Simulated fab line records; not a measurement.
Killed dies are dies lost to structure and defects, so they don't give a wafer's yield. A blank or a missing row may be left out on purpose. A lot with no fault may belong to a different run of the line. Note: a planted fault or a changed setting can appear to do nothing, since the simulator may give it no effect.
A single fault, viewed from 2 desks ; flow nandHarc ; what lay behind the numbers comes last; until then each desk has only its own

## FOR THE TOOL OWNER'S DESK: rieDiel-06
The tool's own readings at NHARC_A_M0_ETCH_34 (etches the open film in N2/H2, target depth 40 nm, overetch 12 nm, time 43.94 s): means of the sampled wafers that have a number, for each lot that ran on this tool. Marked OUT: a lot whose mean sits more than 4 standard deviations from the usual mean, which makes it out of limits; the brackets give that distance.
Columns: A = drypumpMotorCurrentA at NHARC_A_M0_ETCH_34, usual 5.8 A; B = oesProductAu at NHARC_A_M0_ETCH_34, usual 0.996 a.u.; C = rfVppV at NHARC_A_M0_ETCH_34, usual 431 V; D = showerheadPlenumPTorr at NHARC_A_M0_ETCH_34, usual 2.07 Torr; E = throttleValvePct at NHARC_A_M0_ETCH_34, usual 14.171 %
lot;first seen here;A;B;C;D;E
L777;day 19 16:40;5.9;1.003;431;2.09;14.170
L776;day 19 17:06;5.7;1.009;431;2.07;14.175
L780;day 20 09:44;5.5;0.867 (-12) OUT;430;2.04;14.168
L781;day 21 03:08;5.7;0.908 (-8.0) OUT;429;1.97;14.175
This desk's finding: out of limits on L780, L781; first on L780, day 20 09:44 (oesProductAu at NHARC_A_M0_ETCH_34). In limits: L777, L776.

## THE METROLOGY DESK
Lot by lot, what the gauges showed, no matter which tool ran the lot: averages of those sampled wafers that carry a number. Marked OUT: a lot whose mean sits more than 4 standard deviations from the usual mean, which makes it out of limits; the brackets give that distance.
Columns: A = cdNm at NHARC_A_M0_CD_MEAS_16, usual 79.6 nm
lot;first seen here;A
L769;day 17 17:14;80.3
L771;day 18 02:19;80.3
L773;day 18 10:26;80.2
L775;day 18 21:39;80.4
L777;day 19 16:52;79.5
L776;day 19 17:18;79.7
L778;day 20 02:59;79.0
L780;day 20 09:59;79.6
L781;day 21 03:21;79.6
L787;day 22 18:23;79.6
L789;day 22 22:34;79.6
L791;day 23 01:55;80.1
This desk found nothing out of limits on any of the 12 lots.

## ALL TOGETHER
On L780, L781, at day 20 09:44, an alarm was possible from the tool owner's desk.
At the metrology desk, nothing out of limits was observed.
The metrology desk has L780, L781 on record, within its limits.
On rieDiel-06, each named lot ran NHARC_A_M0_ETCH_34.

## WHAT WAS PUT IN BY THE SIMULATOR
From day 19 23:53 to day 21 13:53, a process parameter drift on rieDiel-06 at NHARC_A_M0_ETCH_34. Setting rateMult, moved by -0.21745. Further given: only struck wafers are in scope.
Struck lots among those shown: L780, L781.
Each desk's first reading out of limits, in hours after the fault started: the tool owner's desk, 10.
